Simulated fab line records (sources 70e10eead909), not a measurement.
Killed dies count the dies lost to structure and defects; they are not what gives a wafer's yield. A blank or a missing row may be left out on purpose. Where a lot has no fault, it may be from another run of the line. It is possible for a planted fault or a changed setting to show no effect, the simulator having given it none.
fab line records	flow nand_harc	part 1 of 2: steps 1 to 33 of 47
[record] lots = 5	wafers = 15	last_day = 32
route steps=1302 shown A_DECK1_JOINT@529 A_ONON_D2@545 A_CHANNEL_HOLE_D2@570
lots untouched by any fault: they come from a run of this same line in which no faults occurred
start_h: start of the lot's first displayed wafer, in hours after the record's first day	wait_h: time in hours since the lot's previous step	" unchanged from the row above	L1.1+2: one row covering several wafers at once	- no value present, or no start provided	* or withheld: withheld	< > ~ a bound
route shown NAME@n: NAME is a module with steps in the file, n the number in the route of the first one	usual: mean and standard deviation over wafers with no fault	same: alike in all rows	chamber/n: place in a boat	sites: per-site readings	_std_site: standard deviation across them	_edge_site: the outer-site mean with the inner-site mean subtracted	radius_mm: how far each site lies from the wafer's centre	mask NAME#n: copy n	behind: the last tool/chamber to shape the wafer	hold: reason for holding the lot/hours on hold/outcome of the hold	device: names the non-switching transistor (n, p or np)	end of line: at the end of the route, the tests of the same wafers	a step given without rows: its recipe and nothing more	killed: at the first sort, the dies lost to defects and structure; wafer yield is something else	map: the dies of a wafer, with x for killed, . for not killed, _ for no die there
set.NAME: setting as actually run; set.NAME@STEP: the setting as run at that earlier step	model.NAME: the simulator's own value behind a step, which no gauge read
lots at selected steps of the route; one table per step, one row per wafer
services: a tool's chamber out of use, with start hour (start_h, from the record's first day; less than 0 if before it), hours out, and reason
[[steps]]
[step NHARC_A_DECK1_JOINT_SRD_04]
lot.wafer	tool	chamber	start_h	wait_h
L079.2+1+3	wet_bench-02	3,6,0	298.26	0.0
L080.5+1+2	wet_bench-03	5,6,7	298.27	0.0
L081.6+2+3	wet_bench-05	1,4,5	327.23	0.0
L083.2+4+5	wet_bench-02	1,2,3	341.76	0.0
L094.1+4+2	wet_bench-02	7,1,3	444.09	0.0
[step NHARC_A_DECK1_JOINT_ETCHBACK_00]
[recipe] target_depth_a = 300	time_s = 17.4	hbr_flow_sccm = 150	rf_w = 350	icp_w = 350	bias_w = 60	chemistry = HBr
[usual] drypump_motor_current_A = 6.0/0.46	oes_product_au = 0.999/0.0092	throttle_valve_pct = 23.265/0.009
lot.wafer	tool	chamber	start_h	wait_h	drypump_motor_current_A	oes_product_au	rf_hours_counter_h	throttle_valve_pct
L079.2	rie_si-01	1	298.35	0.1	6.5	0.993	0.6	23.255
L079.3	"	2	"	"	5.5	1.003	0.6	23.268
L079.1	"	0	"	"	6.1	1.006	0.6	23.264
L080.2	rie_si-06	1	298.35	0.1	5.6	0.987	0.2	23.270
L080.1	"	0	"	"	6.6	0.988	0.3	23.285
L080.5	"	1	"	"	5.6	0.992	-	23.273
L081.3	rie_si-01	0	327.33	0.1	6.1	0.993	0.7	23.255
L081.2	"	2	"	"	5.5	0.996	0.7	23.243
L081.6	"	0	"	"	6.1	1.000	-	23.257
L083.2	rie_si-05	3	341.84	0.1	6.6	1.000	0.2	23.267
L083.4	"	2	"	"	5.4	0.999	0.2	23.253
L083.5	"	0	"	"	5.9	1.012	-	23.264
L094.4	rie_si-01	1	444.18	0.1	6.5	0.995	0.4	23.272
L094.1	"	2	"	"	5.5	0.998	0.4	23.273
L094.2	"	3	"	"	6.2	0.984	0.4	23.268
[step NHARC_A_DECK1_JOINT_PRECLEAN_30]
[recipe] time_s = *	temp_c = 50	bath_age_min = 0	chemistry = SC1
[usual] h2o2_flow_mL_min = 56.62/0.18
lot.wafer	tool	chamber	start_h	wait_h	h2o2_flow_mL_min
L080.2	wet_bench-05	3	298.49	0.1	56.44
L080.1	"	4	"	"	56.48
L080.5	"	7	"	"	56.62
L079.3	wet_bench-02	1	298.50	0.1	56.51
L079.2	"	2	"	"	56.62
L079.1	"	4	"	"	56.86
L081.2	wet_bench-03	0	327.46	0.1	56.56
L081.6	"	2	"	"	56.39
L081.3	"	5	"	"	56.58
L083.4	wet_bench-02	3	341.99	0.1	56.44
L083.2	"	6	"	"	56.93
L083.5	"	7	"	"	56.59
L094.1	wet_bench-02	6	444.32	0.1	56.85
L094.2	"	0	"	"	56.85
L094.4	"	2	"	"	56.41
[step NHARC_A_DECK1_JOINT_SRD_31]
lot.wafer	tool	chamber	start_h	wait_h
L080.2+1+5	wet_bench-05	3,4,7	-	-
L079.3+2+1	wet_bench-02	1,2,4	-	-
L081.2+6+3	wet_bench-03	0,2,5	-	-
L083.4+2+5	wet_bench-02	3,6,7	-	-
L094.1+2+4	wet_bench-02	6,0,2	-	-
[step NHARC_A_DECK1_JOINT_CVD_34]
[recipe] target_thk_a = 200	temp_c = 700	pressure_mtorr = 300	material = SiNx
lot.wafer	tool	chamber	start_h	wait_h
L079.1+2+3	lpcvd-01	0	301.91	-
L080.1+2+5	lpcvd-01	0	301.91	-
L081.2+3+6	lpcvd-02	0	332.01	-
L083.2+4+5	lpcvd-01	0	345.23	-
L094.1+2+4	lpcvd-01	0	447.56	-
[step NHARC_A_DECK1_JOINT_DEP_06]
[recipe] target_thk_a = 800	temp_c = 65	material = SiOx
lot.wafer	tool	chamber	start_h	wait_h
L079.1+2+3	fcvd-02	1,0,1	305.12	0.4
L080.1+2+5	fcvd-01	1,0,1	305.13	0.4
L081.2+3+6	fcvd-01	1,0,0	335.26	0.4
L083.2+4+5	fcvd-02	0,1,0	348.56	0.4
L094.2+1+4	fcvd-01	1,0,1	451.09	0.6
[step NHARC_A_DECK1_JOINT_CURE_26]
[recipe] temp_c = 150	time_s = 32	pressure_atm = 0.395
[usual] pressure_atm = 0.3950/0.00068	susceptor_temp_C_max = 150.41/0.21
lot.wafer	tool	chamber	start_h	wait_h	pressure_atm	susceptor_temp_C_max
L079.1	fcvd-02	1	305.30	0.1	0.3953	150.20
L079.2	"	0	"	"	0.3948	150.44
L079.3	"	1	"	"	0.3951	150.05
L080.1	fcvd-01	1	305.31	0.1	0.3941	150.39
L080.2	"	0	"	"	0.3944	150.36
L080.5	"	1	"	"	0.3952	150.53
L081.2	fcvd-01	1	335.43	0.1	0.3954	150.54
L081.3	"	0	"	"	0.3957	150.70
L081.6	"	0	"	"	0.3942	150.66
L083.2	fcvd-02	0	348.72	0.1	0.3941	150.35
L083.4	"	1	"	"	0.3944	150.03
L083.5	"	0	"	"	0.3944	150.22
L094.2	fcvd-01	1	451.26	0.1	0.3969	150.51
L094.1	"	0	"	"	0.3942	150.60
L094.4	"	1	"	"	0.3963	150.43
[step NHARC_A_DECK1_JOINT_ANNEAL_27]
[recipe] temp_c = 400	time_s = 3600	idle_temp_c = 300	ramp_up_c_per_min = 10	densification_p_h2o_torr = 640
lot.wafer	tool	chamber	start_h	wait_h
L079.1+2+3	furnace-01	0	312.07	6.8
L080.1+2+5	furnace-01	0	312.07	6.8
L081.2+3+6	furnace-01	0	336.89	1.4
L083.2+4+5	furnace-03	0	356.08	7.3
L094.1+2+4	furnace-03	0	454.30	3.0
[step NHARC_A_DECK1_JOINT_ANNEAL_28]
[recipe] temp_c = 500	time_s = 1800	idle_temp_c = 400	ramp_up_c_per_min = 10	densification_p_h2o_torr = 640
lot.wafer	tool	chamber	start_h	wait_h
L079.1+2+3	furnace-01	0	321.35	7.5
L080.1+2+5	furnace-01	0	321.35	7.5
L081.2+3+6	furnace-01	0	342.28	3.6
L083.2+4+5	furnace-03	0	362.31	4.5
L094.1+2+4	furnace-03	0	463.54	7.5
[step NHARC_A_DECK1_JOINT_ANNEAL_29]
[recipe] temp_c = 750	time_s = 1800	idle_temp_c = 500	ramp_up_c_per_min = 10	ramp_down_c_per_min = 3
lot.wafer	tool	chamber	start_h	wait_h
L079.1+2+3	furnace-01	0	326.43	4.4
L080.1+2+5	furnace-01	0	326.43	4.4
L081.2+3+6	furnace-01	0	349.57	6.6
L083.2+4+5	furnace-03	0	366.67	3.7
L094.1+2+4	furnace-03	0	470.65	6.5
[step NHARC_A_DECK1_JOINT_CMP_02]
[recipe] material = SiOx
[usual] edge_zone_pressure_frac = 1.000/0.005	motor_current_A = 11.9/0.83
lot.wafer	tool	chamber	start_h	wait_h	edge_zone_pressure_frac	motor_current_A
L079.3	cmp-03	0	329.13	0.4	1.010	13.1
L079.2	"	1	"	"	0.997	11.2
L079.1	"	2	"	"	0.996	11.4
L080.2	cmp-04	3	329.15	0.4	0.995	13.3
L080.1	"	0	"	"	0.996	12.9
L080.5	"	3	"	"	1.000	13.4
L081.2	cmp-04	3	352.29	0.4	1.008	12.4
L081.3	"	0	"	"	1.011	13.1
L081.6	"	3	"	"	0.999	13.3
L083.4	cmp-01	1	369.38	0.4	1.003	11.7
L083.2	"	2	"	"	0.995	12.3
L083.5	"	1	"	"	1.005	12.7
L094.1	cmp-03	3	473.35	0.4	1.001	11.5
L094.4	"	0	"	"	0.998	12.8
L094.2	"	1	"	"	0.995	11.1
[step NHARC_A_DECK1_JOINT_SRD_15]
lot.wafer	tool	chamber	start_h	wait_h
L080.1+5+2	wet_bench-02	5,6,7	329.42	0.0
L079.3+1+2	wet_bench-05	0,2,3	329.43	0.0
L081.2+3+6	wet_bench-03	3,5,7	352.58	0.0
L083.4+2+5	wet_bench-05	3,5,0	369.67	0.0
L094.1+2+4	wet_bench-03	0,3,5	473.64	0.0
[step NHARC_A_DECK1_JOINT_DEP_16]
[recipe] target_thk_a = 450	temp_c = 400	pressure_torr = 6.5	rf_w = 900	teos_flow_sccm = 161.4	flow_sccm = 2650	target_thk_nm = 45	gas = O2	material = SiO2
[usual] flow_sccm = 2651/8.3	heater_power_w = 569/93	throttle_valve_pct = 16.2/0.76
lot.wafer	tool	chamber	start_h	wait_h	flow_sccm	heater_power_w	throttle_valve_pct
L080.2	pecvd-02	2	329.51	0.1	2666	537	15.3
L080.1	"	0	"	"	2637	544	14.9
L080.5	"	1	"	"	2651	600	15.3
L079.2	pecvd-01	1	329.57	0.1	2635	554	16.3
L079.1	"	0	"	"	2661	695	17.2
L079.3	"	0	"	"	2645	717	16.9
L081.2	pecvd-04	1	352.72	0.1	2651	566	16.4
L081.3	"	2	"	"	2650	648	16.0
L081.6	"	1	"	"	2646	589	16.7
L083.2	pecvd-02	0	369.82	0.1	2651	511	15.1
L083.4	"	1	"	"	2644	516	15.3
L083.5	"	0	"	"	2640	529	15.2
L094.1	pecvd-01	2	473.76	0.1	2635	397	17.0
L094.2	"	0	"	"	2663	731	17.3
L094.4	"	1	"	"	2674	550	16.3
[step NHARC_A_DECK1_JOINT_THK_MEAS_17]
[recipe] thk_meas_gauge = ellipsometry
[usual] thk_nm = 45.0/1.1
lot.wafer	tool	chamber	start_h	wait_h	thk_nm
L080.1	film_metro-02	-	329.79	0.2	44.0
L080.2	"	-	"	"	45.0
L080.5	"	-	"	"	44.3
L079.1	film_metro-01	-	329.93	0.3	44.6
L079.2	"	-	"	"	45.1
L079.3	"	-	"	"	46.5
L081.2	film_metro-02	-	353.05	0.3	43.7
L081.3	"	-	"	"	46.7
L081.6	"	-	"	"	44.6
L083.2	film_metro-01	-	370.05	0.2	47.2
L083.4	"	-	"	"	48.1
L083.5	"	-	"	"	46.1
L094.1	film_metro-01	-	474.02	0.2	45.3
L094.2	"	-	"	"	43.7
L094.4	"	-	"	"	46.0
[step NHARC_A_DECK1_JOINT_INSPECT_05]
[usual] raw_defect_count = 301/130
lot.wafer	tool	chamber	start_h	wait_h	raw_defect_count
L080.1	defect_inspect-02	-	329.83	0.0	235
L080.2	"	-	"	"	260
L080.5	"	-	"	"	222
L079.1	defect_inspect-02	-	329.97	0.0	173
L079.2	"	-	"	"	261
L079.3	"	-	"	"	180
L081.2	defect_inspect-02	-	353.08	0.0	378
L081.3	"	-	"	"	371
L081.6	"	-	"	"	295
L083.2	defect_inspect-01	-	370.08	0.0	430
L083.4	"	-	"	"	586
L083.5	"	-	"	"	575
L094.1	defect_inspect-02	-	474.05	0.0	368
L094.2	"	-	"	"	241
L094.4	"	-	"	"	224
[step NHARC_A_ONON_D2_DEP_00]
[recipe] target_thk_a = 10000	n2_flow_sccm = 2750	n2o_flow_sccm = 2000	nh3_flow_sccm = 500	sih4_flow_sccm = 210	temp_c = 400
lot.wafer	tool	chamber	start_h	wait_h
L080.1+2+5	pecvd_onon-03	0	329.89	0.1
L079.1+2+3	pecvd_onon-04	0	330.03	0.1
L081.2+3+6	pecvd_onon-04	0	353.21	0.1
L083.2+4+5	pecvd_onon-03	0	370.21	0.1
L094.1+2+4	pecvd_onon-01	0	474.12	0.1
[step NHARC_A_ONON_D2_THK_MEAS_02]
[recipe] thk_meas_gauge = ellipsometry
[usual] thk_nm = 1000/11
lot.wafer	tool	chamber	start_h	wait_h	thk_nm
L080.1	film_metro-02	-	330.40	-	998
L080.2	"	-	"	"	997
L080.5	"	-	"	"	998
L079.1	film_metro-01	-	330.55	-	1002
L079.2	"	-	"	"	1001
L079.3	"	-	"	"	1006
L081.2	film_metro-01	-	353.65	-	1011
L081.3	"	-	"	"	1007
L081.6	"	-	"	"	1009
L083.2	film_metro-01	-	370.69	-	1002
L083.4	"	-	"	"	1002
L083.5	"	-	"	"	1001
L094.1	film_metro-02	-	474.63	-	996
L094.2	"	-	"	"	996
L094.4	"	-	"	"	995
[step NHARC_A_ONON_D2_DEP_03]
[recipe] target_thk_a = 10000	n2_flow_sccm = 2750	n2o_flow_sccm = 2000	nh3_flow_sccm = 500	sih4_flow_sccm = 210	temp_c = 400
lot.wafer	tool	chamber	start_h	wait_h
L080.1+2+5	pecvd_onon-01	0	330.46	0.1
L079.1+2+3	pecvd_onon-03	0	330.60	0.1
L081.2+3+6	pecvd_onon-03	0	353.77	0.1
L083.2+4+5	pecvd_onon-03	0	370.80	0.1
L094.1+2+4	pecvd_onon-01	0	474.68	0.1
[step NHARC_A_ONON_D2_THK_MEAS_05]
[recipe] thk_meas_gauge = ellipsometry
[usual] thk_nm = 999/7.4
lot.wafer	tool	chamber	start_h	wait_h	thk_nm
L080.1	film_metro-02	-	330.97	-	1013
L080.2	"	-	"	"	1013
L080.5	"	-	"	"	1012
L079.1	film_metro-02	-	331.12	-	1001
L079.2	"	-	"	"	999
L079.3	"	-	"	"	1000
L081.2	film_metro-01	-	354.22	-	1004
L081.3	"	-	"	"	1002
L081.6	"	-	"	"	1001
L083.2	film_metro-01	-	371.26	-	991
L083.4	"	-	"	"	987
L083.5	"	-	"	"	990
L094.1	film_metro-02	-	475.19	-	994
L094.2	"	-	"	"	992
L094.4	"	-	"	"	993
[step NHARC_A_ONON_D2_DEP_06]
[recipe] target_thk_a = 10000	n2_flow_sccm = 2750	n2o_flow_sccm = 2000	nh3_flow_sccm = 500	sih4_flow_sccm = 210	temp_c = 400
lot.wafer	tool	chamber	start_h	wait_h
L080.1+2+5	pecvd_onon-04	0	331.02	0.1
L079.1+2+3	pecvd_onon-01	0	331.17	0.1
L081.2+3+6	pecvd_onon-01	0	354.33	0.1
L083.2+4+5	pecvd_onon-03	0	371.38	0.1
L094.1+2+4	pecvd_onon-01	0	475.25	0.1
[step NHARC_A_ONON_D2_THK_MEAS_08]
[recipe] thk_meas_gauge = ellipsometry
[usual] thk_nm = 1000/13
lot.wafer	tool	chamber	start_h	wait_h	thk_nm
L080.1	film_metro-01	-	331.54	-	1005
L080.2	"	-	"	"	1006
L080.5	"	-	"	"	1005
L079.1	film_metro-02	-	331.69	-	992
L079.2	"	-	"	"	993
L079.3	"	-	"	"	993
L081.2	film_metro-02	-	354.78	-	1004
L081.3	"	-	"	"	1004
L081.6	"	-	"	"	1005
L083.2	film_metro-02	-	371.83	-	992
L083.4	"	-	"	"	991
L083.5	"	-	"	"	989
L094.1	film_metro-02	-	475.76	-	1006
L094.2	"	-	"	"	1006
L094.4	"	-	"	"	1005
[step NHARC_A_ONON_D2_DEP_09]
[recipe] target_thk_a = 10000	n2_flow_sccm = 2750	n2o_flow_sccm = 2000	nh3_flow_sccm = 500	sih4_flow_sccm = 210	temp_c = 400
lot.wafer	tool	chamber	start_h	wait_h
L080.1+2+5	pecvd_onon-03	0	331.60	0.1
L079.1+2+3	pecvd_onon-04	0	331.74	0.1
L081.2+3+6	pecvd_onon-04	0	354.90	0.1
L083.2+4+5	pecvd_onon-01	0	371.94	0.1
L094.1+2+4	pecvd_onon-01	0	475.81	0.1
[step NHARC_A_ONON_D2_THK_MEAS_11]
[recipe] thk_meas_gauge = ellipsometry
[usual] thk_nm = 1000/9.6
lot.wafer	tool	chamber	start_h	wait_h	thk_nm
L080.1	film_metro-01	-	332.10	-	1004
L080.2	"	-	"	"	1004
L080.5	"	-	"	"	1006
L079.1	film_metro-02	-	332.26	-	1001
L079.2	"	-	"	"	1000
L079.3	"	-	"	"	999
L081.2	film_metro-02	-	355.35	-	1001
L081.3	"	-	"	"	1003
L081.6	"	-	"	"	1003
L083.2	film_metro-01	-	372.40	-	989
L083.4	"	-	"	"	987
L083.5	"	-	"	"	989
L094.1	film_metro-01	-	476.33	-	1014
L094.2	"	-	"	"	1011
L094.4	"	-	"	"	1011
[step NHARC_A_ONON_D2_DEP_12]
[recipe] target_thk_a = 10000	n2_flow_sccm = 2750	n2o_flow_sccm = 2000	nh3_flow_sccm = 500	sih4_flow_sccm = 210	temp_c = 400
lot.wafer	tool	chamber	start_h	wait_h
L080.1+2+5	pecvd_onon-01	0	332.16	0.1
L079.1+2+3	pecvd_onon-03	0	332.32	0.1
L081.2+3+6	pecvd_onon-04	0	355.47	0.1
L083.2+4+5	pecvd_onon-04	0	372.52	0.1
L094.1+2+4	pecvd_onon-01	0	476.38	0.1
[step NHARC_A_ONON_D2_THK_MEAS_14]
[recipe] thk_meas_gauge = ellipsometry
[usual] thk_nm = 1001/7.6
lot.wafer	tool	chamber	start_h	wait_h	thk_nm
L080.1	film_metro-01	-	332.66	-	1004
L080.2	"	-	"	"	1005
L080.5	"	-	"	"	1005
L079.1	film_metro-01	-	332.83	-	1005
L079.2	"	-	"	"	1005
L079.3	"	-	"	"	1004
L081.2	film_metro-01	-	355.92	-	990
L081.3	"	-	"	"	991
L081.6	"	-	"	"	989
L083.2	film_metro-02	-	372.97	-	1003
L083.4	"	-	"	"	1006
L083.5	"	-	"	"	1004
L094.1	film_metro-01	-	476.89	-	1000
L094.2	"	-	"	"	1002
L094.4	"	-	"	"	1001
[step NHARC_A_ONON_D2_ANNEAL_15]
[recipe] temp_c = 750	time_s = 3600
lot.wafer	tool	chamber	start_h	wait_h
L079.1+2+3	furnace-07	0	335.69	2.9
L080.1+2+5	furnace-07	0	335.69	3.0
L081.2+3+6	furnace-05	0	360.68	4.8
L083.2+4+5	furnace-07	0	376.40	3.4
L094.1+2+4	furnace-05	0	480.28	3.4
[step NHARC_A_ONON_D2_DEP_16]
[recipe] target_thk_a = 10000	n2_flow_sccm = 2750	n2o_flow_sccm = 2000	nh3_flow_sccm = 500	sih4_flow_sccm = 210	temp_c = 400
lot.wafer	tool	chamber	start_h	wait_h
L080.1+2+5	pecvd_onon-03	0	339.58	0.4
L079.1+2+3	pecvd_onon-01	0	339.58	0.4
L081.2+3+6	pecvd_onon-01	0	364.44	0.4
L083.2+4+5	pecvd_onon-03	0	380.28	0.4
L094.1+2+4	pecvd_onon-04	0	484.06	0.4
[step NHARC_A_ONON_D2_THK_MEAS_18]
[recipe] thk_meas_gauge = ellipsometry
[usual] thk_nm = 1001/9.2
lot.wafer	tool	chamber	start_h	wait_h	thk_nm
L080.1	film_metro-02	-	340.09	-	1007
L080.2	"	-	"	"	1008
L080.5	"	-	"	"	1010
L079.1	film_metro-01	-	340.09	-	992
L079.2	"	-	"	"	991
L079.3	"	-	"	"	989
L081.2	film_metro-01	-	364.89	-	1007
L081.3	"	-	"	"	1006
L081.6	"	-	"	"	1008
L083.2	film_metro-01	-	380.74	-	1003
L083.4	"	-	"	"	1004
L083.5	"	-	"	"	1003
L094.1	film_metro-01	-	484.57	-	999
L094.2	"	-	"	"	1000
L094.4	"	-	"	"	998
[step NHARC_A_ONON_D2_DEP_19]
[recipe] target_thk_a = 10000	n2_flow_sccm = 2750	n2o_flow_sccm = 2000	nh3_flow_sccm = 500	sih4_flow_sccm = 210	temp_c = 400
lot.wafer	tool	chamber	start_h	wait_h
L079.1+2+3	pecvd_onon-03	0	340.15	0.1
L080.1+2+5	pecvd_onon-04	0	340.15	0.1
L081.2+3+6	pecvd_onon-04	0	365.00	0.1
L083.2+4+5	pecvd_onon-04	0	380.85	0.1
L094.1+2+4	pecvd_onon-03	0	484.62	0.1
[step NHARC_A_ONON_D2_THK_MEAS_21]
[recipe] thk_meas_gauge = ellipsometry
[usual] thk_nm = 995/9.6
lot.wafer	tool	chamber	start_h	wait_h	thk_nm
L080.1	film_metro-01	-	340.66	-	999
L080.2	"	-	"	"	1000
L080.5	"	-	"	"	998
L079.1	film_metro-02	-	340.67	-	990
L079.2	"	-	"	"	990
L079.3	"	-	"	"	991
L081.2	film_metro-01	-	365.45	-	1008
L081.3	"	-	"	"	1008
L081.6	"	-	"	"	1007
L083.2	film_metro-01	-	381.31	-	998
L083.4	"	-	"	"	998
L083.5	"	-	"	"	999
L094.1	film_metro-02	-	485.12	-	989
L094.2	"	-	"	"	989
L094.4	"	-	"	"	989
[step NHARC_A_ONON_D2_DEP_22]
[recipe] target_thk_a = 10000	n2_flow_sccm = 2750	n2o_flow_sccm = 2000	nh3_flow_sccm = 500	sih4_flow_sccm = 210	temp_c = 400
lot.wafer	tool	chamber	start_h	wait_h
L080.1+2+5	pecvd_onon-01	0	340.72	0.1
L079.1+2+3	pecvd_onon-04	0	340.72	0.1
L081.2+3+6	pecvd_onon-03	0	365.57	0.1
L083.2+4+5	pecvd_onon-01	0	381.42	0.1
L094.1+2+4	pecvd_onon-03	0	485.18	0.1
[step NHARC_A_ONON_D2_THK_MEAS_24]
[recipe] thk_meas_gauge = ellipsometry
[usual] thk_nm = 999/9.5
lot.wafer	tool	chamber	start_h	wait_h	thk_nm
L079.1	film_metro-02	-	341.23	-	995
L079.2	"	-	"	"	994
L079.3	"	-	"	"	993
L080.1	film_metro-01	-	341.23	-	996
L080.2	"	-	"	"	996
L080.5	"	-	"	"	994
L081.2	film_metro-01	-	366.02	-	1001
L081.3	"	-	"	"	999
L081.6	"	-	"	"	1000
L083.2	film_metro-01	-	381.87	-	993
L083.4	"	-	"	"	993
L083.5	"	-	"	"	992
L094.1	film_metro-02	-	485.69	-	997
L094.2	"	-	"	"	997
L094.4	"	-	"	"	996
[step NHARC_A_ONON_D2_DEP_25]
[recipe] target_thk_a = 10000	n2_flow_sccm = 2750	n2o_flow_sccm = 2000	nh3_flow_sccm = 500	sih4_flow_sccm = 210	temp_c = 400
lot.wafer	tool	chamber	start_h	wait_h
L079.1+2+3	pecvd_onon-03	0	341.29	0.1
L080.1+2+5	pecvd_onon-04	0	341.29	0.1
L081.2+3+6	pecvd_onon-01	0	366.13	0.1
L083.2+4+5	pecvd_onon-03	0	381.99	0.1
L094.1+2+4	pecvd_onon-04	0	485.75	0.1
